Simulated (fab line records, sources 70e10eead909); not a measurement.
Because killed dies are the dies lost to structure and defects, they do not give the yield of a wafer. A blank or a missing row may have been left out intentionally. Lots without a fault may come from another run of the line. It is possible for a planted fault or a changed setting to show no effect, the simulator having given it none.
What tool caused it?	flow nand-harc	66 wafers from 22 lots sampled at 6 of the route's 1159 steps

== WHAT THE GAUGES READ, wafer by wafer ==
No reading from a measuring or inspecting step in the record can be judged against a usual standard deviation.

== WHAT TOOL EACH LOT RAN ON (gives the tool, then ch and the chambers of the sampled wafers, and finally the start) ==
lot	NHARC_A_STAIRCASE_TRIM_22	NHARC_A_STAIRCASE_TRIM_24	NHARC_A_STAIRCASE_TRIM_233	NHARC_A_STAIRCASE_ETCH_452	NHARC_A_STAIRCASE_DEP_301	NHARC_A_STAIRCASE_STRIP_316
L074	rie-diel-06 ch 1,2,3, day 11 09:38 or earlier	rie-diel-06 ch 0,1,3, day 11 09:38 or earlier	rie-diel-13 ch 0,1,2, day 11 09:38 or earlier	rie-diel-13 ch 1,2,3, day 11 09:38 or earlier	pecvd-04 ch 0,2, day 11 09:38	rie-diel-13 ch 0,1,3, no start
L075	rie-diel-06 ch 0,1, day 11 22:13 or earlier	rie-diel-06 ch 1,2,3, day 11 22:13 or earlier	rie-diel-02 ch 1,2,3, day 11 22:13 or earlier	rie-diel-02 ch 1,2,3, day 11 22:13 or earlier	pecvd-03 ch 0,1, day 11 22:13	rie-diel-02 ch 2,3, no start
L076	rie-diel-02 ch 0,1,3, day 11 22:09 or earlier	rie-diel-02 ch 0,1, day 11 22:09 or earlier	rie-diel-02 ch 0,1,2, day 11 22:09 or earlier	rie-diel-06 ch 1,2,3, day 11 22:09 or earlier	pecvd-01 ch 0,1, day 11 22:09	rie-diel-06 ch 0,3, no start
L078	rie-diel-13 ch 2,3, day 12 07:24 or earlier	rie-diel-13 ch 0,2,3, day 12 07:24 or earlier	rie-diel-06 ch 1,2,3, day 12 07:24 or earlier	rie-diel-13 ch 0,1, day 12 07:24 or earlier	pecvd-01 ch 0,1,2, day 12 07:24	rie-diel-06 ch 0,2, no start
L077	rie-diel-02 ch 1,2,3, day 12 08:04 or earlier	rie-diel-02 ch 0,1,3, day 12 08:04 or earlier	rie-diel-02 ch 0,2,3, day 12 08:04 or earlier	rie-diel-06 ch 0,2,3, day 12 08:04 or earlier	pecvd-04 ch 0,1,2, day 12 08:04	rie-diel-06 ch 0,1,2, no start
L079	rie-diel-06 ch 0,2,3, day 12 19:53 or earlier	rie-diel-06 ch 1,2,3, day 12 19:53 or earlier	rie-diel-02 ch 0,1,3, day 12 19:53 or earlier	rie-diel-06 ch 1,2,3, day 12 19:53 or earlier	pecvd-03 ch 0,1,2, day 12 19:53	rie-diel-06 ch 0,1,3, no start
L080	rie-diel-06 ch 0,1,3, day 13 03:17 or earlier	rie-diel-06 ch 1,2,3, day 13 03:17 or earlier	rie-diel-02 ch 0,1, day 13 03:17 or earlier	rie-diel-02 ch 0,1, day 13 03:17 or earlier	pecvd-01 ch 0,1, day 13 03:17	rie-diel-13 ch 1,2, no start
L081	rie-diel-13 ch 0,1,2, day 13 04:02 or earlier	rie-diel-13 ch 0,1,2, day 13 04:02 or earlier	rie-diel-02 ch 0,1,3, day 13 04:02 or earlier	rie-diel-13 ch 0,1,3, day 13 04:02 or earlier	pecvd-04 ch 0,2, day 13 04:02	rie-diel-02 ch 1,2,3, no start
L082	rie-diel-06 ch 0,1,3, day 13 21:45 or earlier	rie-diel-06 ch 1,2,3, day 13 21:45 or earlier	rie-diel-13 ch 1,2,3, day 13 21:45 or earlier	rie-diel-06 ch 0,1,3, day 13 21:45 or earlier	pecvd-01 ch 0,1, day 13 21:45	rie-diel-13 ch 1,2,3, no start
L083	rie-diel-02 ch 0,1,2, day 13 22:55 or earlier	rie-diel-02 ch 0,2, day 13 22:55 or earlier	rie-diel-02 ch 1,2,3, day 13 22:55 or earlier	rie-diel-02 ch 0,1,3, day 13 22:55 or earlier	pecvd-01 ch 0,1, day 13 22:55	rie-diel-06 ch 0,1,3, no start
L084	rie-diel-02 ch 0,3, day 14 02:11 or earlier	rie-diel-02 ch 2,3, day 14 02:11 or earlier	rie-diel-06 ch 1,2,3, day 14 02:11 or earlier	rie-diel-02 ch 0,2, day 14 02:11 or earlier	pecvd-03 ch 0,2, day 14 02:11	rie-diel-02 ch 0,1, no start
L088	rie-diel-13 ch 0,2,3, day 14 19:20 or earlier	rie-diel-13 ch 0,1,2, day 14 19:20 or earlier	rie-diel-06 ch 0,1,2, day 14 19:20 or earlier	rie-diel-13 ch 0,1,2, day 14 19:20 or earlier	pecvd-01 ch 0,1,2, day 14 19:20	rie-diel-13 ch 0,1,2, no start
L086	rie-diel-06 ch 1,3, day 14 22:49 or earlier	rie-diel-06 ch 2,3, day 14 22:49 or earlier	rie-diel-06 ch 0,1, day 14 22:49 or earlier	rie-diel-13 ch 0,1,2, day 14 22:49 or earlier	pecvd-04 ch 0,1,2, day 14 22:49	rie-diel-06 ch 0,1, no start
L089	rie-diel-13 ch 1,2, day 15 04:42 or earlier	rie-diel-13 ch 0,2,3, day 15 04:42 or earlier	rie-diel-02 ch 1,2, day 15 04:42 or earlier	rie-diel-06 ch 0,2,3, day 15 04:42 or earlier	pecvd-03 ch 0,1,2, day 15 04:42	rie-diel-02 ch 0,1, no start
L085	rie-diel-02 ch 0,1,3, day 15 04:56 or earlier	rie-diel-02 ch 1,2, day 15 04:56 or earlier	rie-diel-06 ch 2,3, day 15 04:56 or earlier	rie-diel-13 ch 1,2,3, day 15 04:56 or earlier	pecvd-01 ch 0,1,2, day 15 04:56	rie-diel-13 ch 0,2, no start
L090	rie-diel-02 ch 1,3, day 15 22:19 or earlier	rie-diel-02 ch 1,2, day 15 22:19 or earlier	rie-diel-02 ch 1,3, day 15 22:19 or earlier	rie-diel-02 ch 0,1, day 15 22:19 or earlier	pecvd-04 ch 0,1,2, day 15 22:19	rie-diel-02 ch 0,2,3, no start
L091	rie-diel-13 ch 0,2, day 16 01:22 or earlier	rie-diel-13 ch 0,3, day 16 01:22 or earlier	rie-diel-06 ch 1,2,3, day 16 01:22 or earlier	rie-diel-06 ch 0,1, day 16 01:22 or earlier	pecvd-04 ch 0,2, day 16 01:22	rie-diel-06 ch 0,3, no start
L092	rie-diel-06 ch 1,2,3, day 16 05:16 or earlier	rie-diel-06 ch 1,3, day 16 05:16 or earlier	rie-diel-13 ch 1,2,3, day 16 05:16 or earlier	rie-diel-06 ch 1,2,3, day 16 05:16 or earlier	pecvd-01 ch 0,1,2, day 16 05:16	rie-diel-06 ch 0,1,3, no start
L093	rie-diel-02 ch 0,2,3, day 16 08:57 or earlier	rie-diel-02 ch 0,1,3, day 16 08:57 or earlier	rie-diel-06 ch 0,2, day 16 08:57 or earlier	rie-diel-13 ch 0,1, day 16 08:57 or earlier	pecvd-01 ch 1,2, day 16 08:57	rie-diel-06 ch 0,3, no start
L097	rie-diel-06 ch 0,1,2, day 16 23:52 or earlier	rie-diel-06 ch 0,2, day 16 23:52 or earlier	rie-diel-02 ch 1,2,3, day 16 23:52 or earlier	rie-diel-13 ch 0,3, day 16 23:52 or earlier	pecvd-03 ch 0,2, day 16 23:52	rie-diel-02 ch 0,3, no start
L096	rie-diel-06 ch 1,2,3, day 17 05:23 or earlier	rie-diel-06 ch 1,2,3, day 17 05:23 or earlier	rie-diel-13 ch 1,2, day 17 05:23 or earlier	rie-diel-06 ch 0,2,3, day 17 05:23 or earlier	pecvd-03 ch 0,1,2, day 17 05:23	rie-diel-02 ch 0,1,2, no start
L095	rie-diel-13 ch 0,2,3, day 17 12:00 or earlier	rie-diel-13 ch 0,3, day 17 12:00 or earlier	rie-diel-06 ch 1,2, day 17 12:00 or earlier	rie-diel-13 ch 0,1,3, day 17 12:00 or earlier	pecvd-04 ch 0,1,2, day 17 12:00	rie-diel-06 ch 0,2, no start
- NHARC_A_STAIRCASE_TRIM_22: chemistry O2, time 211.2 s.
- NHARC_A_STAIRCASE_TRIM_24: chemistry O2, time 211.2 s.
- NHARC_A_STAIRCASE_TRIM_233: chemistry O2, time 211.2 s.
- NHARC_A_STAIRCASE_ETCH_452: etches the open film in CF4/O2, target depth 30 nm, overetch 3 nm, time 16.5 s.
- NHARC_A_STAIRCASE_DEP_301: deposits SiON, target thk 30 nm.
- NHARC_A_STAIRCASE_STRIP_316: strips in O2.

== AS READ BY THE TOOLS THEMSELVES (means over the sampled wafers that have a number; for cases with no such wafer, the mark the record gives instead) ==
NHARC_A_STAIRCASE_TRIM_22.
lot	tool	drypump-motor-current-A (A)	oes-product-au (a.u.)	rf-vpp-V (V)	showerhead-plenum-p-Torr (Torr)	throttle-valve-pct (%)
L074	rie-diel-06	5.8	0.998	57.8	3.39	17.040
L075	rie-diel-06	5.4	0.995	57.8	3.47	17.033
L076	rie-diel-02	6.1	1.005	57.5	3.49	17.036
L078	rie-diel-13	5.7	1.001	57.7	3.52	17.045
L077	rie-diel-02	5.7	1.012	57.5	3.61	17.049
L079	rie-diel-06	5.5	1.000	57.9	3.51	17.043
L080	rie-diel-06	5.7	0.998	57.3	3.43	17.042
L081	rie-diel-13	5.5	1.002	56.8	3.44	17.038
L082	rie-diel-06	5.7	0.998	56.5	3.42	17.038
L083	rie-diel-02	5.9	1.005	57.5	3.51	17.032
L084	rie-diel-02	6.2	1.004	56.1	3.41	17.027
L088	rie-diel-13	5.5	1.003	58.0	3.45	17.037
L086	rie-diel-06	6.0	0.996	57.7	3.38	17.040
L089	rie-diel-13	5.6	1.003	58.0	3.49	17.048
L085	rie-diel-02	6.1	1.001	57.5	3.48	17.035
L090	rie-diel-02	6.0	1.012	58.5	3.55	17.036
L091	rie-diel-13	5.5	0.996	57.1	3.38	17.035
L092	rie-diel-06	5.8	0.997	56.8	3.54	17.034
L093	rie-diel-02	5.9	1.009	58.4	3.52	17.036
L097	rie-diel-06	5.5	0.997	57.6	3.58	17.033
L096	rie-diel-06	5.8	0.998	57.2	3.54	17.043
L095	rie-diel-13	5.5	0.991	57.7	3.43	17.034

NHARC_A_STAIRCASE_TRIM_24.
lot	tool	drypump-motor-current-A (A)	oes-product-au (a.u.)	rf-vpp-V (V)	showerhead-plenum-p-Torr (Torr)	throttle-valve-pct (%)
L074	rie-diel-06	5.7	1.010	57.8	3.43	17.033
L075	rie-diel-06	5.8	1.008	57.8	3.38	17.037
L076	rie-diel-02	6.3	1.000	57.6	3.39	17.036
L078	rie-diel-13	5.5	1.010	58.0	3.45	17.028
L077	rie-diel-02	6.1	1.004	57.8	3.49	17.037
L079	rie-diel-06	5.8	1.004	58.8	3.56	17.027
L080	rie-diel-06	5.8	0.996	57.7	3.55	17.029
L081	rie-diel-13	5.5	0.999	57.1	3.44	17.036
L082	rie-diel-06	5.9	0.999	57.3	3.55	17.041
L083	rie-diel-02	5.7	1.011	58.7	3.56	17.029
L084	rie-diel-02	5.7	1.022	57.3	3.63	17.032
L088	rie-diel-13	5.4	0.998	57.6	3.44	17.032
L086	rie-diel-06	5.8	0.992	58.1	3.46	17.035
L089	rie-diel-13	5.5	0.999	58.2	3.44	17.038
L085	rie-diel-02	5.8	1.006	58.2	3.57	17.035
L090	rie-diel-02	5.6	1.007	58.4	3.62	17.050
L091	rie-diel-13	5.3	0.995	57.5	3.43	17.029
L092	rie-diel-06	6.0	0.998	57.2	3.38	17.042
L093	rie-diel-02	6.1	1.003	58.4	3.47	17.046
L097	rie-diel-06	5.2	0.994	58.1	3.53	17.037
L096	rie-diel-06	5.8	1.008	57.0	3.54	17.034
L095	rie-diel-13	5.3	1.000	58.1	3.43	17.035

NHARC_A_STAIRCASE_TRIM_233.
lot	tool	drypump-motor-current-A (A)	oes-product-au (a.u.)	rf-vpp-V (V)	showerhead-plenum-p-Torr (Torr)	throttle-valve-pct (%)
L074	rie-diel-13	5.4	1.003	57.1	3.44	17.046
L075	rie-diel-02	5.7	1.004	57.7	3.61	17.038
L076	rie-diel-02	5.9	1.001	57.9	3.51	17.033
L078	rie-diel-06	5.8	0.993	57.9	3.56	17.037
L077	rie-diel-02	5.9	1.011	56.9	3.54	17.036
L079	rie-diel-02	6.1	1.003	57.4	3.49	17.049
L080	rie-diel-02	6.2	1.006	57.2	3.38	17.039
L081	rie-diel-02	6.1	1.009	57.6	3.48	17.038
L082	rie-diel-13	5.7	0.997	57.9	3.51	17.034
L083	rie-diel-02	5.7	0.998	57.8	3.60	17.035
L084	rie-diel-06	5.9	0.998	58.0	3.55	17.033
L088	rie-diel-06	5.5	1.000	56.6	3.58	17.039
L086	rie-diel-06	5.7	1.001	57.7	3.50	17.036
L089	rie-diel-02	5.8	1.005	58.0	3.57	17.028
L085	rie-diel-06	5.7	0.983	58.5	3.62	17.038
L090	rie-diel-02	5.9	1.010	57.4	3.57	17.034
L091	rie-diel-06	5.8	0.998	58.4	3.54	17.034
L092	rie-diel-13	5.7	0.995	57.5	3.50	17.037
L093	rie-diel-06	5.4	0.999	58.3	3.66	17.039
L097	rie-diel-02	5.8	1.010	58.0	3.59	17.037
L096	rie-diel-13	5.7	1.007	56.8	3.43	17.039
L095	rie-diel-06	5.6	1.001	57.6	3.70	17.042

NHARC_A_STAIRCASE_ETCH_452.
lot	tool	drypump-motor-current-A (A)	oes-product-au (a.u.)	rf-vpp-V (V)	showerhead-plenum-p-Torr (Torr)	throttle-valve-pct (%)
L074	rie-diel-13	5.7	1.010	197.8	1.33	13.403
L075	rie-diel-02	5.8	1.002	197.6	1.37	13.396
L076	rie-diel-06	5.8	1.000	197.7	1.35	13.398
L078	rie-diel-13	5.3	1.005	197.2	1.30	13.395
L077	rie-diel-06	5.5	0.999	197.9	1.33	13.398
L079	rie-diel-06	5.8	1.000	197.4	1.35	13.388
L080	rie-diel-02	6.3	1.005	196.5	1.28	13.397
L081	rie-diel-13	5.5	0.997	197.9	1.32	13.400
L082	rie-diel-06	5.7	0.996	196.9	1.29	13.392
L083	rie-diel-02	6.1	1.009	197.0	1.31	13.400
L084	rie-diel-02	6.0	1.003	197.1	1.30	13.398
L088	rie-diel-13	5.5	0.994	197.0	1.30	13.404
L086	rie-diel-13	5.5	1.002	197.6	1.30	13.393
L089	rie-diel-06	5.5	0.989	197.6	1.32	13.401
L085	rie-diel-13	5.7	0.993	197.1	1.32	13.401
L090	rie-diel-02	6.3	0.988	196.6	1.28	13.397
L091	rie-diel-06	5.7	1.005	198.1	1.32	13.398
L092	rie-diel-06	5.8	0.997	198.5	1.34	13.404
L093	rie-diel-13	5.4	1.002	196.5	1.32	13.391
L097	rie-diel-13	5.5	0.991	198.1	1.32	13.402
L096	rie-diel-06	5.5	1.001	197.9	1.32	13.384
L095	rie-diel-13	5.5	1.006	196.8	1.32	13.402

NHARC_A_STAIRCASE_DEP_301.
lot	tool	heater-power-w (W)	susceptor-temp-C (C)
L074	pecvd-04	809	400.12
L075	pecvd-03	833	399.98
L076	pecvd-01	762	399.95
L078	pecvd-01	751	400.13
L077	pecvd-04	842	399.99
L079	pecvd-03	738	399.87
L080	pecvd-01	819	399.93
L081	pecvd-04	732	400.14
L082	pecvd-01	768	400.21
L083	pecvd-01	789	399.94
L084	pecvd-03	694	400.23
L088	pecvd-01	769	399.88
L086	pecvd-04	799	400.04
L089	pecvd-03	735	400.06
L085	pecvd-01	739	400.10
L090	pecvd-04	802	400.01
L091	pecvd-04	836	400.03
L092	pecvd-01	770	400.09
L093	pecvd-01	714	399.90
L097	pecvd-03	698	399.96
L096	pecvd-03	740	400.27
L095	pecvd-04	752	399.86

NHARC_A_STAIRCASE_STRIP_316.
lot	tool	drypump-motor-current-A (A)	oes-product-au (a.u.)	rf-vpp-V (V)	showerhead-plenum-p-Torr (Torr)	throttle-valve-pct (%)
L074	rie-diel-13	5.5	0.997	58.2	3.50	17.047
L075	rie-diel-02	5.6	1.011	58.4	3.66	17.037
L076	rie-diel-06	5.7	0.989	56.3	3.34	17.034
L078	rie-diel-06	5.4	1.005	58.3	3.68	17.043
L077	rie-diel-06	5.5	1.003	57.9	3.59	17.038
L079	rie-diel-06	5.7	1.004	57.8	3.42	17.033
L080	rie-diel-13	5.7	0.997	58.5	3.45	17.038
L081	rie-diel-02	5.7	1.007	58.8	3.60	17.031
L082	rie-diel-13	5.7	0.997	58.2	3.50	17.032
L083	rie-diel-06	5.7	0.995	56.5	3.42	17.033
L084	rie-diel-02	6.2	0.992	57.0	3.38	17.034
L088	rie-diel-13	5.5	0.999	57.7	3.43	17.039
L086	rie-diel-06	5.4	0.996	58.0	3.45	17.025
L089	rie-diel-02	6.2	1.002	57.4	3.37	17.042
L085	rie-diel-13	5.4	0.997	57.0	3.38	17.034
L090	rie-diel-02	5.9	1.011	57.9	3.52	17.038
L091	rie-diel-06	5.7	0.993	57.1	3.33	17.032
L092	rie-diel-06	5.7	0.993	58.4	3.41	17.038
L093	rie-diel-06	5.4	0.989	57.6	3.36	17.037
L097	rie-diel-02	6.2	1.011	56.7	3.40	17.037
L096	rie-diel-02	5.9	0.999	58.2	3.49	17.031
L095	rie-diel-06	5.2	0.989	57.3	3.52	17.040

== THE ANSWER, worked out from the rows above alone ==
Rule: the usual values come from the lots themselves. The widest of any qualifying gaps counts: lots, ordered by their means at a reading, are off when they make up no more than a third of the lots, leave a main group of 4 or more, and stand apart from it by 3 or more times the standard deviation of that group's means. The tables above print the reading to a certain number of digits; a main group whose means all agree to those digits is not used. A lot without any number at a reading at which 4 lots or more have one is off too. Where the step has rows for the other lots, those lots are counted as sound. Order of review: gauges by route order, followed by the tools' own readings, for which a lot's mean as printed above is used. At the first step where some lot is off, the reading lying furthest off is the one used; lots without a number count as furthest.
Across all readings shown, no lot is off: no conclusion can be drawn from this.

== WHAT THE SIMULATOR PUT IN ==
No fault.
